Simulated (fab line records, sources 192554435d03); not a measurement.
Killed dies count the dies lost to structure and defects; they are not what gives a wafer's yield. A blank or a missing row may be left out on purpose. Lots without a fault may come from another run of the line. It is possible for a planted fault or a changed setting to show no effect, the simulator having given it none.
Matching of chambers    flow n5Finfet    N5_STI_FIN_REVEAL_ALD_14 on aldSin-01: 4 sister chambers
The step deposits Si3N4, target thk 3 nm. 4 wafers are shown with their chamber, then 12 later ones without.

== WAFERS WITH THEIR CHAMBER ==
wafer   chamber  heaterPowerW (W)
L082.4  2        867
L082.5  3        873
L090.5  0        794
L090.6  1        973

== WAFERS MISSING THEIR CHAMBER ==
wafer   heaterPowerW (W)
L092.4  961
L092.5  838
L092.6  819
L093.2  963
L093.3  831
L093.5  760
L094.1  823
L094.2  956
L094.3  791
L097.1  765
L097.3  841
L097.5  841

== EACH ONE'S CHAMBER ==
wafer   from the rows above           in truth
L092.4  1                             1
L092.5  can't be placed: 2 or 3 or 0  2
L092.6  can't be placed: 0 or 2 or 3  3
L093.2  1                             1
L093.3  can't be placed: 2 or 0 or 3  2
L093.5  0                             0
L094.1  can't be placed: 0 or 2 or 3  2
L094.2  1                             1
L094.3  0                             0
L097.1  0                             0
L097.3  can't be placed: 2 or 3 or 0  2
L097.5  can't be placed: 2 or 3 or 0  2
Placed correctly: 6 of 12. Can't be placed from these rows: 6 (the true chamber is among the candidates in 6). Number placed wrongly: 0.
How it was worked out, from the rows above alone: a wafer's distance from a chamber is the root of the sum, over the readings, of the square of ((its reading less the chamber's mean) divided by the reading's scatter). If the next closest chamber is less than 2 further off than the closest, the wafer can't be placed; otherwise it belongs to the closest. A chamber's mean is the mean of its shown wafers. The scatter: root of mean squared gap, hidden wafer to nearest shown wafer, with one shown wafer a chamber.
